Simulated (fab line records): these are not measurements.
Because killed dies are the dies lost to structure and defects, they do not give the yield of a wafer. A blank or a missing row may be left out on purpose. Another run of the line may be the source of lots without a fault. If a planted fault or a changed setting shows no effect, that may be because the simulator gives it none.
Which tool did it?	flow n5_finfet	Sampling: 6 lots, 15 wafers, 4 of 1938 route steps

== WHAT EACH GAUGE READ, for each wafer ==
N5_BEOL_M1_THK_MEAS_01.
lot	measured	on	M1_ILD_THK (nm)
L977	day 7 14:43	film_metro-02	79.5 80.2 79.1
L980	day 7 19:58	film_metro-01	79.6 82.4 81.3
L982	day 7 16:35	film_metro-02	80.2 80.4
L987	day 8 22:15	film_metro-01	56.8 57.4
L994	day 10 19:07	film_metro-02	77.3 79.2 78.9
L996	day 11 03:03	film_metro-01	78.8 80.6

== TOOL THAT RAN EACH LOT (tool first, then ch and the chambers of the sampled wafers, then the start) ==
lot	N5_BEOL_M0_SPUTTER_132	N5_BEOL_M0_ANNEAL_133	N5_BEOL_M1_ILD_DEP_00
L977	pvd_sputter-02, day 7 13:08	pvd_sputter-02, day 7 13:13	pecvd-02 ch 0,1,2, day 7 14:38
L980	pvd_sputter-01, day 7 18:20	pvd_sputter-01, day 7 18:25	pecvd-02 ch 0,1,2, day 7 19:53
L982	pvd_sputter-02, day 7 15:02	pvd_sputter-02, day 7 15:07	pecvd-01 ch 0,1, day 7 16:31
L987	pvd_sputter-01, day 8 20:50	pvd_sputter-01, day 8 20:55	pecvd-02 ch 2, day 8 22:11
L994	pvd_sputter-02, day 10 16:20	pvd_sputter-02, day 10 16:25	pecvd-03 ch 0,2, day 10 19:03
L996	pvd_sputter-03, day 11 01:28	pvd_sputter-03, day 11 01:33	pecvd-01 ch 0,1, day 11 02:59
- N5_BEOL_M0_SPUTTER_132: material Cu, target thk 4 nm, time 7.37 s.
- N5_BEOL_M0_ANNEAL_133: time 60 s.
- N5_BEOL_M1_ILD_DEP_00: deposits SiOC from DEMS/O2, target thk 79 nm, time 15.3 s.

== THE ANSWER, worked out from the rows above alone ==
Rule: the usual values come from the lots themselves. Put in order of their means at a reading, lots are off if they are a third of the lots or fewer, leave a main group of 4 or more, and stand apart from it by a gap of 3 or more times the standard deviation of the main group's means; of several such gaps the widest counts. A main group whose means are all the same, to the digits that the tables above print for the reading, isn't used. A lot without any number at a reading at which 4 lots or more have one is off too. The other lots that the step has rows for count as sound.
Off: L987, at N5_BEOL_M1_THK_MEAS_01 (M1_ILD_THK). Mean 79.8 nm and standard deviation 0.87 in the main group.
If a tool, at a process step before that reading, ran all the lots that are off and no sound lot after the first of them, it fits. Gauges at N5_BEOL_M1_THK_MEAS_01: tried the same way as those tools. 2 tools fit, pvd_sputter-01 at N5_BEOL_M0_SPUTTER_132 and N5_BEOL_M0_ANNEAL_133 and pecvd-02 at N5_BEOL_M1_ILD_DEP_00, so this cannot tell which one it is.

== WHAT HAD BEEN PUT IN BY THE SIMULATOR ==
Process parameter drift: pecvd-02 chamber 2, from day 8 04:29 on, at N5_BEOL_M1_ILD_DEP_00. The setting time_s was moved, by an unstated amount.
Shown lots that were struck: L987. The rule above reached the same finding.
